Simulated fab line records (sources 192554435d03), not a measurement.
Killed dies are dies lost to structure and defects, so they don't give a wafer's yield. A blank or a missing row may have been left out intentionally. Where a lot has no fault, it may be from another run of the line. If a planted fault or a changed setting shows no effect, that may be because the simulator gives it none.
The tool behind it: which one? ; flow n5Finfet ; 9 lots with 26 wafers sampled at 6 steps, on a route of 1938 steps

## WHAT EACH GAUGE READ, for each wafer
N5_FIN_CUT_CD_MEAS_08: the cd target is 29.1 nm.
lot;measured;on;cdNm (nm)
L537;day 2 09:26;cdSem-03;28.75 29.02 29.08
L539;day 2 23:11;cdSem-01;29.06 29.45 29.45
L540;day 3 06:10;cdSem-03;29.09 29.51 29.30
L548;day 5 05:58;cdSem-02;28.04 28.28 28.12
L549;day 5 09:40;cdSem-01;28.60 28.33 28.53
L552;day 6 05:34;cdSem-01;29.25 29.55
L556;day 7 02:32;cdSem-03;29.25 29.20 29.10
L558;day 7 14:44;cdSem-02;29.34 28.98 29.49
L559;day 7 20:58;cdSem-01;29.02 29.15 29.09

N5_BEOL_M4_RC_MEAS_101.
lot;measured;on;DIBL_N (mV/V);DIBL_P (mV/V);IOFF_N (nA/um);IOFF_P (nA/um);ION_N (uA/um);ION_P (uA/um);SS_N (mV/dec);SS_P (mV/dec);VT_N (mV);VT_P (mV)
L537;day 8 06:20;prober-01;36.9 36.2 36.3;35.9 35.2 34.8;0.156 0.148 0.152;0.20 0.19 0.18;667 675 658;456 457 453;71.5 71.4 71.5;72.8 73.0 72.6;250 251 253;-250 -252 -252
L539;day 8 09:32;prober-01;37.8 35.9 36.7;37.3 34.2 36.4;0.161 0.137 0.148;0.24 0.19 0.22;666 672 654;464 462 454;71.8 72.3 71.5;73.8 72.5 73.3;249 250 253;-246 -249 -247
L540;day 9 00:53;prober-02;34.6 36.3 35.7;34.7 36.2 35.8;0.141 0.157 0.162;0.19 0.21 0.21;683 676 677;467 466 469;70.9 72.1 71.3;72.6 73.3 72.5;250 249 249;-252 -250 -249
L548;day 11 05:29;prober-01;33.0 36.2 33.8;32.4 35.5 33.0;0.104 0.145 0.109;0.15 0.18 0.15;660 664 668;446 456 453;70.9 71.4 71.1;72.5 73.0 72.2;255 252 256;-254 -253 -254
L549;day 11 08:40;prober-01;36.7 34.2 36.9;38.0 34.1 37.7;0.168 0.113 0.155;0.23 0.17 0.22;687 656 670;464 460 470;71.7 70.8 71.5;73.1 73.2 74.0;249 256 250;-249 -254 -250
L552;day 12 02:38;prober-01;32.5 35.7;32.2 35.1;0.111 0.150;0.17 0.21;667 663;464 458;70.8 71.1;72.5 73.2;253 249;-254 -248
L556;day 12 17:18;prober-01;37.1 36.9 38.5;36.9 37.2 39.3;0.177 0.184 0.213;0.26 0.28 0.31;686 691 702;476 481 479;72.1 71.4 72.2;73.8 73.1 73.5;245 248 244;-245 -241 -241
L558;day 13 18:02;prober-02;37.1 37.5 37.6;37.1 37.7 37.6;0.173 0.192 0.198;0.30 0.32 0.31;677 689 686;479 481 473;71.4 72.1 72.0;73.3 73.7 74.3;246 247 245;-241 -242 -244
L559;day 14 09:27;prober-01;36.2 36.6 34.8;36.8 36.4 36.0;0.181 0.180 0.168;0.23 0.23 0.23;684 680 686;469 468 473;71.1 70.9 71.5;73.3 72.5 73.6;247 246 244;-247 -248 -247

## WHAT TOOL EACH LOT RAN ON (gives the tool, then ch and the chambers of the sampled wafers, and finally the start)
lot;N5_FIN_SAQP_SPACER2_ETCHBACK_29;N5_FIN_SAQP_HM_CD_35;N5_FIN_CUT_EXPOSE_05;N5_FIN_CUT_STRIP_24
L537;rieDiel-01 ch 0,1,2, day 2 08:13;cdSem-03, day 2 08:41;euvScanner-02 ch 0, day 2 09:18;rieDiel-04 ch 0,2, day 2 10:04
L539;rieDiel-06 ch 0,3, day 2 21:52;cdSem-01, day 2 22:26;euvScanner-02 ch 0, day 2 23:03;rieDiel-03 ch 0,1, day 2 23:43
L540;rieDiel-02 ch 0,1,2, day 3 05:05;cdSem-02, day 3 05:32;euvScanner-02 ch 0, day 3 06:02;rieDiel-05 ch 0,1,2, day 3 06:42
L548;rieDiel-01 ch 0,1,3, day 5 04:47;cdSem-01, day 5 05:20;euvScanner-02 ch 0, day 5 05:50;rieDiel-03 ch 0,1,3, day 5 06:30
L549;rieDiel-02 ch 0,2, day 5 08:35;cdSem-03, day 5 09:04;euvScanner-02 ch 0, day 5 09:33;rieDiel-05 ch 0,2,3, day 5 10:13
L552;rieDiel-02 ch 1,3, day 6 04:23;cdSem-01, day 6 04:57;euvScanner-01 ch 0, day 6 05:27;rieDiel-04 ch 2,3, day 6 06:10
L556;rieDiel-02 ch 1,2, day 7 01:20;cdSem-01, day 7 01:55;euvScanner-01 ch 0, day 7 02:23;rieDiel-05 ch 0,3, day 7 03:04
L558;rieDiel-06 ch 0,3, day 7 13:31;cdSem-02, day 7 13:59;euvScanner-01 ch 0, day 7 14:36;rieDiel-05 ch 0,2, day 7 15:16
L559;rieDiel-06 ch 0,1,2, day 7 19:53;cdSem-03, day 7 20:21;euvScanner-01 ch 0, day 7 20:50;rieDiel-05 ch 1,2, day 7 21:31
- N5_FIN_SAQP_SPACER2_ETCHBACK_29: etches SiO2 in CHF3/O2, target depth 12.2 nm, time 6.1 s.
- N5_FIN_SAQP_HM_CD_35: target cd 8 nm.
- N5_FIN_CUT_EXPOSE_05: exposes mask FIN CUT.
- N5_FIN_CUT_STRIP_24: strips in CF4.

## AS READ BY THE TOOLS THEMSELVES (means over the sampled wafers that have a number; for cases with no such wafer, the mark the record gives instead)
N5_FIN_SAQP_SPACER2_ETCHBACK_29.
lot;tool;O2_flow_sccm (sccm);drypumpMotorCurrentA (A);oesProductAu (a.u.);rfVppV (V);showerheadPlenumPTorr (Torr);throttleValvePct (%)
L537;rieDiel-01;4.992;5.9;0.75;521;2.37;18.97
L539;rieDiel-06;4.988;5.2;0.85;531;2.46;18.87
L540;rieDiel-02;4.981;5.7;0.86;518;2.49;18.71
L548;rieDiel-01;4.996;5.7;0.80;521;2.35;18.95
L549;rieDiel-02;5.004;5.8;0.90;518;2.49;18.61
L552;rieDiel-02;5.000;5.2;0.87;523;2.39;18.75
L556;rieDiel-02;5.012;5.7;0.85;519;2.47;18.62
L558;rieDiel-06;5.014;5.2;0.88;534;2.54;18.79
L559;rieDiel-06;5.006;5.8;0.87;528;2.48;18.88

N5_FIN_SAQP_HM_CD_35.
lot;tool;cdNm (nm)
L537;cdSem-03;7.98
L539;cdSem-01;8.23
L540;cdSem-02;8.20
L548;cdSem-01;7.93
L549;cdSem-03;8.18
L552;cdSem-01;8.06
L556;cdSem-01;8.23
L558;cdSem-02;8.16
L559;cdSem-03;8.17

N5_FIN_CUT_EXPOSE_05.
lot;tool;exposureDoseMJCm2
L537;euvScanner-02;45.66
L539;euvScanner-02;45.66
L540;euvScanner-02;45.71
L548;euvScanner-02;43.34
L549;euvScanner-02;43.76
L552;euvScanner-01;45.88
L556;euvScanner-01;45.93
L558;euvScanner-01;45.87
L559;euvScanner-01;45.84

N5_FIN_CUT_STRIP_24.
lot;tool;drypumpMotorCurrentA (A);oesProductAu (a.u.);rfVppV (V);showerheadPlenumPTorr (Torr);throttleValvePct (%)
L537;rieDiel-04;5.5;0.73;269.6;1.74;13.60
L539;rieDiel-03;5.1;0.88;272.7;1.87;13.65
L540;rieDiel-05;5.6;0.80;270.9;1.80;13.27
L548;rieDiel-03;5.3;0.76;271.4;1.82;13.78
L549;rieDiel-05;5.4;0.76;272.0;1.82;13.28
L552;rieDiel-04;6.2;0.74;269.9;1.77;13.76
L556;rieDiel-05;5.3;0.83;271.1;1.80;13.15
L558;rieDiel-05;5.6;0.74;272.1;1.84;13.35
L559;rieDiel-05;5.8;0.69;270.2;1.74;13.53

## THE ANSWER, worked out from the rows above alone
Rule: what is usual is taken from the lots themselves. Put in order of their means at a reading, lots are off if they are a third of the lots or fewer, leave a main group of 4 or more, and stand apart from it by a gap of 3 or more times the standard deviation of the main group's means; of several such gaps the widest counts. If all means in a main group match to the digits the tables above print for the reading, that group is not used. A lot without any number at a reading at which 4 lots or more have one is off too. The other lots that the step has rows for count as sound. First the gauges in route order, then the tools' own readings, where a lot's mean is used as printed above. The first step at which some lot is off is used, and at that step the reading that is off furthest; a lot without a number counts as furthest.
Off: L548, L549 (N5_FIN_CUT_CD_MEAS_08, cdNm). Main group: mean 29.22 nm, sd 0.14.
If a tool, at a process step before that reading, ran all the lots that are off and no sound lot after the first of them, it fits. Not tried: the gauges at N5_FIN_CUT_CD_MEAS_08; whatever is off there is also off at N5_FIN_CUT_EXPOSE_05, on other tools, and gauge error can't account for it. One candidate fits, namely euvScanner-02 at N5_FIN_CUT_EXPOSE_05. Its last sound lot is L540 (day 3 06:02), its first lot that is off L548 (day 5 05:50): a fault that began between those two fits.
The tool's own readings at N5_FIN_CUT_EXPOSE_05 bear it out: on the lots that are off they differ by more than 5 times the standard deviation of the sound lots' means. exposureDoseMJCm2 reads 43.55 there against 45.79 on the sound lots.

## WHAT WAS PUT IN BY THE SIMULATOR
Drift in process parameters on euvScanner-02 at N5_FIN_CUT_EXPOSE_05, starting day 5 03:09. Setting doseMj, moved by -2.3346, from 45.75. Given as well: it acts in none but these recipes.
Lots struck among those shown: L548, L549. The rule above reached the same finding.
